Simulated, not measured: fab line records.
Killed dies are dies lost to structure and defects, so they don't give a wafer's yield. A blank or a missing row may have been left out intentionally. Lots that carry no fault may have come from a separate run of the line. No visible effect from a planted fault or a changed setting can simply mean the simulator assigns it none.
8D (eight disciplines) problem report, filled in by code / flow n5_finfet / the parts of the form that need people (team, actions taken, sign-off) are left out

## 1. WHAT WENT WRONG
oes_product_au at N5_BEOL_M0_SAQP_MANDREL_ETCH_20 reads a mean of 0.693 a.u. on 6 wafers of 2 lots; wafers without a fault read 0.778 a.u. with a standard deviation of 0.014. Relative to the usual mean, that is a shift of -6.1 standard deviations.
The step: etches a-Si in HBr/Cl2, stops on SiNx, target depth 60 nm, bt time 10 s, time 30 s.
First seen on wafer L762.1, day 8 12:52, on rie_si-02. The record holds 12 wafers of 4 lots with a number at this step. The rule behind "out" and "out of limits": a value lying over 4 standard deviations away from the usual mean. The rest of the wafers with a number are treated as sound.

## 2. WHAT IT IS AND WHAT IT IS NOT
question=which readings at this step | is=oes_product_au | is not=drypump_motor_current_A, rf_fwd_power_W
question=which lots | is=L762, L764 | is not=L757, L767
question=which wafers of those lots | is=all that have a number | is not=-
question=read on which tools | is=rie_si-02 | is not=rie_si-04
question=when | is=from day 8 12:52 | is not=up to then (3 sound wafers); but 3 sound wafers of L767 came after

## 3. WHAT RULES OUT EACH SUSPECT
Counting: any tool at a process step up to the reading is kept as a suspect provided that every lot that is out went through it and no sound lot did after the first of them.
- rie_si-02 at N5_BEOL_M0_SAQP_MANDREL_ETCH_20 (etches a-Si in HBr/Cl2, stops on SiNx, target depth 60 nm, bt time 10 s, time 30 s): kept. It ran every lot that is out, first L762 (day 8 12:52), and no sound lot after that; its last sound lot up to then is L757 (day 7 04:29). Out on those wafers are its own readings of oes_product_au.
After counting, what remains is rie_si-02 at N5_BEOL_M0_SAQP_MANDREL_ETCH_20.

## 4. THE CAUSE (what the simulator had put in)
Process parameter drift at N5_BEOL_M0_SAQP_MANDREL_ETCH_20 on rie_si-02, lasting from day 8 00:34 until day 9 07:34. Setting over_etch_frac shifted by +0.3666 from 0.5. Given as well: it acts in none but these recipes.
Only this tool survived the counting.

## 5. THE CHAIN OF EFFECTS, in route order
Rows list readings where the struck wafers' mean (over those with a number) sits beyond 3 standard deviations from the usual. Only readings for which the record gives a usual standard deviation are gone through. hours: the time from each lot's start at the first step in this table that gives one to its start at this step, as a median over the lots. sigmas: the change in usual standard deviations.
hours=0; step=N5_BEOL_M0_SAQP_MANDREL_ETCH_20; reading=oes_product_au; usual=0.778 a.u.; on struck wafers=0.693; change=-0.085; sigmas=-6.1
Its process steps:
- N5_BEOL_M0_SAQP_MANDREL_ETCH_20: etches a-Si in HBr/Cl2, stops on SiNx, target depth 60 nm, bt time 10 s, time 30 s.
At these later measuring or inspecting steps, every struck wafer for which the step has a row has a number for every such reading, and none has moved that far: N5_BEOL_M4_RC_MEAS_101.

## 6. HOW IT WOULD HAVE BEEN CAUGHT EARLIER
12 hours passed between the start of the fault at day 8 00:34 and the first reading out of limits in this record, taken at day 8 12:52.
